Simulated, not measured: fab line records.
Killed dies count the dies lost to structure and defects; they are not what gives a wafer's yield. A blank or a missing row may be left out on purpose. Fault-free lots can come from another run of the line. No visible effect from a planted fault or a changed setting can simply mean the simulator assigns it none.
Which of the tools did it? ; flow nand-harc ; 18 wafers from 6 lots sampled at 2 of the route's 1302 steps

== WHAT THE GAUGES READ, wafer by wafer ==
NHARC_A_ONON_D1_INSPECT_32.
lot;measured;on;raw-defect-count
L483;day 9 06:41;defect-inspect-02;61 57 86
L486;day 10 09:07;defect-inspect-02;61 134 103
L489;day 11 13:42;defect-inspect-02;51 76 82
L492;day 13 01:28;defect-inspect-01;143 86 54
L497;day 15 02:22;defect-inspect-01;89 61 61
L502;day 16 17:05;defect-inspect-02;587 540 638 597 530 632

== EACH LOT AND THE TOOL THAT RAN IT (in order: tool; ch and the chambers of the sampled wafers; start) ==
lot;NHARC_A_ONON_D1_DEP_33
L483;pecvd-03 ch 0,1,2, day 9 06:12
L486;pecvd-01 ch 1,2, day 10 08:38
L489;pecvd-03 ch 0,1, day 11 13:16
L492;pecvd-03 ch 0,1,2, day 13 00:59
L497;pecvd-02 ch 1,2, day 15 01:59
L502;pecvd-02 ch 1,2, day 16 16:37
- NHARC_A_ONON_D1_DEP_33: deposits SiO2, target thk 200 nm.

== THE ANSWER, worked out from the rows above alone ==
Rule: usual is defined by the lots themselves. Put in order of their means at a reading, lots are off if they are a third of the lots or fewer, leave a main group of 4 or more, and stand apart from it by a gap of 3 or more times the standard deviation of the main group's means; of several such gaps the widest counts. If all means in a main group match to the digits the tables above print for the reading, that group is not used. A lot without any number at a reading at which 4 lots or more have one is off too. The other lots that the step has rows for count as sound.
Off: L502 (NHARC_A_ONON_D1_INSPECT_32, raw-defect-count). The main group has a mean of 80 with a standard deviation of 14.
If a tool, at a process step before that reading, ran all the lots that are off and no sound lot after the first of them, it fits. Those tools and the gauges at NHARC_A_ONON_D1_INSPECT_32 are tried in the same way. 2 tools fit, pecvd-02 at NHARC_A_ONON_D1_DEP_33 and defect-inspect-02 at NHARC_A_ONON_D1_INSPECT_32, so this cannot tell which one it is.

== WHAT WAS PUT IN BY THE SIMULATOR ==
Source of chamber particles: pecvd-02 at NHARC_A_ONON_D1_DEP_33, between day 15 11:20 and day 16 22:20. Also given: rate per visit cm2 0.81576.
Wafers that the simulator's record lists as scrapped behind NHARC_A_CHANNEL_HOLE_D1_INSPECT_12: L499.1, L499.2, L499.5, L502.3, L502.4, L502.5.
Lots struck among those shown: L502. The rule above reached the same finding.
